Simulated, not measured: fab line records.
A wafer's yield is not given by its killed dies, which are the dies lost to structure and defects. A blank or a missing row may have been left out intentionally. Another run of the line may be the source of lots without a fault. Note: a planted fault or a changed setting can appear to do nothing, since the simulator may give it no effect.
3 desks looking at one fault :: flow n5Finfet :: what lay behind the numbers comes last; until then each desk has only its own

## THE DEFECT DESK
Inspection counts along the route, by lot: the mean over sampled wafers that carry a number. If a lot's mean is further than 4 standard deviations from the usual mean, the lot is out of limits and carries the mark OUT (the distance appears in the brackets).
Columns: A = rawDefectCount at N5_BEOL_M6_INSPECT_30, usual 422
lot: L747
first seen here: day 9 15:57
A: 398

lot: L751
first seen here: day 10 09:56
A: 510

lot: L750
first seen here: day 10 22:34
A: 404

lot: L753
first seen here: day 11 21:20
A: 819

lot: L757
first seen here: day 13 04:17
A: 802

lot: L760
first seen here: day 13 04:27
A: 550

lot: L763
first seen here: day 14 08:01
A: 349

lot: L767
first seen here: day 14 19:15
A: 394

lot: L768
first seen here: day 15 17:26
A: 431

lot: L769
first seen here: day 15 21:41
A: 461
Finding of this desk: none of the 10 lots has anything out of limits.

## FROM THE METROLOGY DESK
Lot by lot, what the gauges showed, no matter which tool ran the lot: averages of those sampled wafers that carry a number. If a lot's mean is further than 4 standard deviations from the usual mean, the lot is out of limits and carries the mark OUT (the distance appears in the brackets).
Columns: A = trenchDepthNm at N5_BEOL_M6_OCD_MEAS_38, usual 94.4 nm
lot: L747
first seen here: day 9 16:25
A: 94.7

lot: L751
first seen here: day 10 11:03
A: 95.8

lot: L750
first seen here: day 10 23:10
A: 93.5

lot: L753
first seen here: day 11 22:13
A: 94.9

lot: L757
first seen here: day 13 04:45
A: 94.0

lot: L760
first seen here: day 13 05:16
A: 94.7

lot: L763
first seen here: day 14 08:28
A: 94.8

lot: L767
first seen here: day 14 20:04
A: 94.8

lot: L768
first seen here: day 15 17:54
A: 93.8

lot: L769
first seen here: day 15 22:26
A: 93.3
Finding of this desk: none of the 10 lots has anything out of limits.

## FOR THE TOOL OWNER'S DESK: rieDiel-02
The tool's own readings at N5_BEOL_M6_STRIP_67 (strips in CF4): means of the sampled wafers that have a number, for each lot that ran on this tool. If a lot's mean is further than 4 standard deviations from the usual mean, the lot is out of limits and carries the mark OUT (the distance appears in the brackets).
Columns: A = cf4FlowSccm at N5_BEOL_M6_STRIP_67, usual 150.1 sccm; B = drypumpMotorCurrentA at N5_BEOL_M6_STRIP_67, usual 5.8 A; C = oesProductAu at N5_BEOL_M6_STRIP_67, usual 0.80 a.u.; D = rfVppV at N5_BEOL_M6_STRIP_67, usual 271.4 V; E = showerheadPlenumPTorr at N5_BEOL_M6_STRIP_67, usual 1.81 Torr; F = throttleValvePct at N5_BEOL_M6_STRIP_67, usual 13.52 %
lot: L751
first seen here: day 10 07:21
A: 149.4
B: 5.7
C: 0.88
D: 272.7
E: 1.85
F: 13.26

lot: L750
first seen here: day 10 18:32
A: 150.3
B: 5.4
C: 0.81
D: 272.5
E: 1.89
F: 13.46

lot: L753
first seen here: day 11 19:49
A: 150.8
B: 5.9
C: 0.82
D: 271.9
E: 1.83
F: 13.38

lot: L757
first seen here: day 12 23:51
A: 150.2
B: 6.2
C: 0.84
D: 272.0
E: 1.79
F: 13.40

lot: L768
first seen here: day 15 15:36
A: 150.1
B: 5.9
C: 0.78
D: 271.5
E: 1.82
F: 13.56

lot: L769
first seen here: day 15 19:17
A: 150.2
B: 5.7
C: 0.80
D: 271.8
E: 1.83
F: 13.45
Finding of this desk: none of the 6 lots has anything out of limits.

## PUT TOGETHER
Nothing the defect desk looked at was out of limits.
From the metrology desk's view, nothing was out of limits.
Nothing out of limits was seen by the tool owner's desk.

## WHAT THE SIMULATOR HAD PUT IN
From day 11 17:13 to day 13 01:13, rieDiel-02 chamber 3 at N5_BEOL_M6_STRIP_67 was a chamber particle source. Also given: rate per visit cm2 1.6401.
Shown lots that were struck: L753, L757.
